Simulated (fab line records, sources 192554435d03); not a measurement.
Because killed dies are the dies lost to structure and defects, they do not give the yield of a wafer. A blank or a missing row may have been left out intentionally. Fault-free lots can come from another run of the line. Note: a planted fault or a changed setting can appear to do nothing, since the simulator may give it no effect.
Matching of chambers + flow n5_finfet + N5_BEOL_M9_CURE_71 on uv_cure-02: 3 sister chambers
The step cures SiCOH lowk, time 240 s. 3 wafers are shown with their chamber, then 12 later ones without.

WAFERS PAIRED WITH THEIR CHAMBERS
| wafer  | chamber | wafer_temp_C_max |
|--------|---------|------------------|
| L078.4 | 1       | 386.3            |
| L087.6 | 2       | 387.2            |
| L088.4 | 0       | 386.1            |

WAFERS WITHOUT THEIR CHAMBER
| wafer  | wafer_temp_C_max |
|--------|------------------|
| L091.1 | 386.0            |
| L091.4 | 385.6            |
| L091.6 | 385.6            |
| L091.2 | 385.9            |
| L091.3 | 386.1            |
| L091.5 | 386.1            |
| L094.1 | 385.4            |
| L094.3 | 386.2            |
| L094.5 | 386.0            |
| L096.3 | 385.6            |
| L096.5 | 385.6            |
| L096.6 | 385.8            |

EACH ONE'S CHAMBER
| wafer  | from the rows above     | in truth |
|--------|-------------------------|----------|
| L091.1 | can't be placed: 0 or 1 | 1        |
| L091.4 | can't be placed: 0 or 1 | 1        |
| L091.6 | can't be placed: 0 or 1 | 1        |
| L091.2 | can't be placed: 0 or 1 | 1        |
| L091.3 | can't be placed: 0 or 1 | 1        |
| L091.5 | can't be placed: 0 or 1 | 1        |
| L094.1 | can't be placed: 0 or 1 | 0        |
| L094.3 | can't be placed: 0 or 1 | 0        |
| L094.5 | can't be placed: 0 or 1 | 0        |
| L096.3 | can't be placed: 0 or 1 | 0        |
| L096.5 | can't be placed: 0 or 1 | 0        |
| L096.6 | can't be placed: 0 or 1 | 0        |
Placed correctly: 0 of 12. Can't be placed from these rows: 12 (the true chamber is among the candidates in 12). 0 placed wrongly.
How it was worked out, from the rows above alone: a wafer's distance from a chamber is the root of the sum, over the readings, of the square of ((its reading less the chamber's mean) divided by the reading's scatter). The wafer belongs to the nearest chamber; if the next one is less than 2 further off, it can't be placed. A chamber's mean is the mean of its shown wafers. The scatter (one wafer shown for each chamber): square how far every hidden wafer sits from the nearest shown wafer, average those squares and take the square root.
